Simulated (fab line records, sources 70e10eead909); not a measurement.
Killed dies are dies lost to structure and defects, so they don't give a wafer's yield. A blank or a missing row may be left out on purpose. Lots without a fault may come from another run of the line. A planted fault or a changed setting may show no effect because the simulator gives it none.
A struck lot beside a sound one | flow nand_harc | 15 steps out of a route of 1159
Sound: wafers L186.3, L186.4, L186.6. Struck: wafers L197.4, L197.5, L197.6. The cause comes at the end.
At each step with rows: each side's tool, then ch and its chambers, then its first start. Under that, the readings that differ: sound wafers | struck wafers | difference of the means | sigmas: that difference in standard deviations of wafers without a fault.
alike: readings whose means differ by less than 2 such deviations, and words and numbers that are the same on both sides. not compared: withheld readings, readings that some wafer has no value for, bounds like >300 that may hide the same value, and numbers for which the record gives no deviation and whose values overlap.
The two part at a step that has a row with sigmas, a row that says differs or no value, or rows on one side only. Numbers that don't overlap but have no deviation are shown without sigmas and don't part them. A reading that every wafer of one side lacks parts them only if that side has two wafers or more.

first, 6 steps without rows for these wafers: NHARC_A_CHANNEL_HOLE_D1_COAT_04 (resist thk 90 nm); NHARC_A_CHANNEL_HOLE_D1_SOFTBAKE_05 (time 55 s); NHARC_A_CHANNEL_HOLE_D1_EBR_06; NHARC_A_CHANNEL_HOLE_D1_EXPOSE_07 (exposes mask HOLE D1, target cd 100 nm); NHARC_A_CHANNEL_HOLE_D1_PEB_08 (peb time 65 s); NHARC_A_CHANNEL_HOLE_D1_DEVELOP_09 (develop time 35 s).
NHARC_A_CHANNEL_HOLE_D1_CD_MEAS_10: target cd 100 nm.
  sound on cd_sem-03 ch 0, day 8 17:31; struck on cd_sem-01 ch 0, day 11 08:45
  alike: cd_nm
NHARC_A_CHANNEL_HOLE_D1_OVL_MEAS_11:
  sound on overlay-02, day 8 17:37; struck on overlay-02, day 11 08:50
  alike: overlay_x_nm, overlay_y_nm
NHARC_A_CHANNEL_HOLE_D1_INSPECT_12:
  sound on defect_inspect-02, day 8 17:38; struck on defect_inspect-01, day 11 08:52
  alike: raw_defect_count
NHARC_A_CHANNEL_HOLE_D1_DESCUM_15: chemistry O2, time 3 s.
  sound on rie_diel-10 ch 0,2, day 8 17:43; struck on rie_diel-12 ch 0,1, day 11 08:56
  alike: drypump_motor_current_A, oes_product_au, rf_vpp_V, showerhead_plenum_p_Torr, throttle_valve_pct
  not compared: rf_hours_counter_h
NHARC_A_CHANNEL_HOLE_D1_ETCH_38: etches the open film in CF4, target depth 39 nm, time 65 s.
  sound on rie_diel-10 ch 0,2, day 8 17:47; struck on rie_diel-12 ch 0,1, day 11 09:01
  reading                         | sound             | struck            | difference | sigmas
  oes_product_au (a.u.)           | 0.984 0.980 0.976 | 1.015 1.008 0.985 | +0.023     | +2
  showerhead_plenum_p_Torr (Torr) | 1.70 1.75 1.70    | 1.90 1.90 1.77    | +0.14      | +2
  alike: drypump_motor_current_A, rf_fwd_power_W, rf_vpp_V, throttle_valve_pct
  not compared: rf_hours_counter_h
NHARC_A_CHANNEL_HOLE_D1_ETCH_39: etches the open film in N2/H2, target depth 260 nm, time 325 s.
  sound on rie_diel-10 ch 0,1; struck on rie_diel-12 ch 0,1
  alike: drypump_motor_current_A, oes_product_au, rf_fwd_power_W, rf_vpp_V, showerhead_plenum_p_Torr, throttle_valve_pct
  not compared: rf_hours_counter_h
NHARC_A_CHANNEL_HOLE_D1_ETCH_34: etches the open film in CF4/CHF3, target depth 154 nm, time 77 s.
  sound on rie_diel-10 ch 0,1,3, day 8 18:09; struck on rie_diel-12 ch 0,3, day 11 09:22
  reading                            | sound             | struck            | difference | sigmas
  oes_product_au (a.u.)              | 0.951 0.952 0.988 | 0.724 0.706 0.716 | -0.248     | -11
  rf_fwd_power_W (W)                 | 492.8 496.9 494.3 | 294.5 295.1 293.2 | -200.4     | -99 or more
  showerhead_plenum_p_Torr (Torr)    | 1.51 1.49 1.64    | 1.69 1.65 1.69    | +0.13      | +2
  model.A_CHANNEL_HOLE_D1.cd_nm (nm) | 97.55 100.6 101.9 | 95.15 96.1 93.18  | -5.21      |
  alike: drypump_motor_current_A, rf_vpp_V, throttle_valve_pct
  not compared: rf_hours_counter_h
NHARC_A_CHANNEL_HOLE_D1_ETCH_16: etches the open film in O2/COS, target depth 3100 nm, time 806 s.
  sound on rie_diel-10 ch 1,2; struck on rie_diel-12 ch 0,3
  reading                            | sound             | struck           | difference | sigmas
  model.A_CHANNEL_HOLE_D1.cd_nm (nm) | 99.11 101.6 103.1 | 95.15 95.17 93.5 | -6.66      |
  alike: drypump_motor_current_A, oes_product_au, rf_fwd_power_W, rf_vpp_V, showerhead_plenum_p_Torr, throttle_valve_pct
  not compared: rf_hours_counter_h
NHARC_A_CHANNEL_HOLE_D1_CD_MEAS_18:
  sound on cd_sem-01, day 8 18:49; struck on cd_sem-01, day 11 10:03
  reading    | sound            | struck         | difference | sigmas
  cd_nm (nm) | 99.2 101.5 103.5 | 95.0 95.1 93.7 | -6.8       | -3

WHERE THEY PART
First at NHARC_A_CHANNEL_HOLE_D1_ETCH_38; last, within this record, at NHARC_A_CHANNEL_HOLE_D1_CD_MEAS_18.

WHY: what the simulator had put in
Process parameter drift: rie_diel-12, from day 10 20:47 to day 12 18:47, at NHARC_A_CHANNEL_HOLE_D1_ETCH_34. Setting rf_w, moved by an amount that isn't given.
